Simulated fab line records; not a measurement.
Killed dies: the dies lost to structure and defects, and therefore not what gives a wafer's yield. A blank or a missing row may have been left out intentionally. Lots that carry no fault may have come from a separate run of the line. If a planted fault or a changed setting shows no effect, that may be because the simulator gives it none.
Split-lot experiment    flow n5-finfet    on a route of 1938 steps: 7 lots, 21 wafers read

== ABOUT THE SPLIT ==
At N5_BEOL_M3_EXPOSE_08 (exposes mask M3), the setting dose-mj was moved away from the recipe's 33 on 3 of the 21 wafers read, by -3.0% to +5.1%. This setting was run at the recipe's value on the other wafers.

== FROM THE SPLIT TO THE READING: what the file shows between them, 10 steps ==
- N5_BEOL_M3_PEB_09: peb time 60 s
- N5_BEOL_M3_DEVELOP_10: develop time 30 s
- N5_BEOL_M3_DESCUM_16: chemistry O2, time 7 s
- N5_BEOL_M3_ETCH_74: etches underlayer in N2/H2, target depth 6.5 nm, time 5.2 s
- N5_BEOL_M3_ETCH_63: etches SiARC in CF4, target depth 15.6 nm, time 26 s
- N5_BEOL_M3_ETCH_64: etches SOC in N2/H2, target depth 75 nm, overetch 15 nm, time 112.5 s
- N5_BEOL_M3_STRIP_65: strips in N2/H2
- N5_BEOL_M3_STRIP_75: strips in N2/H2
- N5_BEOL_M3_PRECLEAN_42: cleans in residue remover, time 60 s
- N5_BEOL_M3_SRD_43: time 30 s

== THE READING ==
cd-nm, in nm, at N5_BEOL_M3_CD_MEAS_35 (target cd 18 nm, target cd y 21 nm). A value of 17.9 nm with a standard deviation of 0.38 nm is what fault-free wafers of this fab line usually give.

wafer   tool, chamber at the split  dose-mj as run  against the recipe  cd-nm, nm  against lot-mates on the recipe
L076.1  euv-scanner-01, 0           33              recipe              18.1       -
L076.3  euv-scanner-01, 0           33              recipe              17.5       -
L076.5  euv-scanner-01, 0           33              recipe              17.8       -
L077.2  euv-scanner-01, 0           33              recipe              18.1       -
L077.3  euv-scanner-01, 0           34.68           +5.1%               19.6       +1.5
L077.6  euv-scanner-01, 0           34.68           +5.1%               19.7       +1.6
L078.3  euv-scanner-02, 0           33              recipe              18.7       -
L078.4  euv-scanner-02, 0           33              recipe              18.5       -
L078.6  euv-scanner-02, 0           32.02           -3.0%               17.3       -1.3
L080.3  euv-scanner-01, 0           33              recipe              18.4       -
L080.4  euv-scanner-01, 0           33              recipe              18.2       -
L080.5  euv-scanner-01, 0           33              recipe              18.0       -
L083.3  euv-scanner-02, 0           33              recipe              18.0       -
L083.5  euv-scanner-02, 0           33              recipe              18.6       -
L083.6  euv-scanner-02, 0           33              recipe              18.6       -
L086.1  euv-scanner-02, 0           33              recipe              18.4       -
L086.3  euv-scanner-02, 0           33              recipe              18.1       -
L086.5  euv-scanner-02, 0           33              recipe              18.0       -
L091.1  euv-scanner-01, 0           33              recipe              18.0       -
L091.3  euv-scanner-01, 0           33              recipe              18.1       -
L091.4  euv-scanner-01, 0           33              recipe              17.8       -

FIT RESULTS
A straight line over all 21 wafers: cd-nm changes by +0.292 nm for each +1% of dose-mj; r = +0.86; the points scatter about the line by 0.3 nm.
The same after taking each lot's own level away (the mean of its wafers on the recipe; 21 wafers): +0.327 nm for each +1%; r = +0.94; scatter 0.2 nm.
According to that fit, moving dose-mj by its largest amount changes the reading by 1.7 nm.
The lots' own levels span 17.80 to 18.60 nm, that is 2.1 times the standard deviation above.
In other words, the slope is changed by the lot-to-lot level; the two fits disagree.
Check: with one of the wafers moved furthest among these (+5.1%) left out of the fit, the line predicts +1.74 nm for it against its lot-mates. Against them it came out at +1.5 nm.

== THE WHOLE CHAIN: every reading that the file lists as answering this split, in the file's order ==
step                   what it does                                                           reading                                                                change (the file's fit)                r (the file's)
N5_BEOL_M3_ETCH_74     etches underlayer in N2/H2, target depth 6.5 nm, time 5.2 s            BEOL_M3.cd-offset-nm (the simulator's own value, which no gauge read)  +0.244 nm for each +1% of the setting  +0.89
N5_BEOL_M3_ETCH_63     etches SiARC in CF4, target depth 15.6 nm, time 26 s                   BEOL_M3.cd-offset-nm (the simulator's own value, which no gauge read)  +0.23 nm for each +1% of the setting   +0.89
N5_BEOL_M3_ETCH_64     etches SOC in N2/H2, target depth 75 nm, overetch 15 nm, time 112.5 s  BEOL_M3.cd-offset-nm (the simulator's own value, which no gauge read)  +0.247 nm for each +1% of the setting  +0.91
N5_BEOL_M3_CD_MEAS_35  target cd 18 nm, target cd y 21 nm                                     cd-nm                                                                  +0.331 nm for each +1% of the setting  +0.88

== FILE'S OWN FIT ==
cd-nm changes by +0.331 nm for each +1% of dose-mj, r = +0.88.
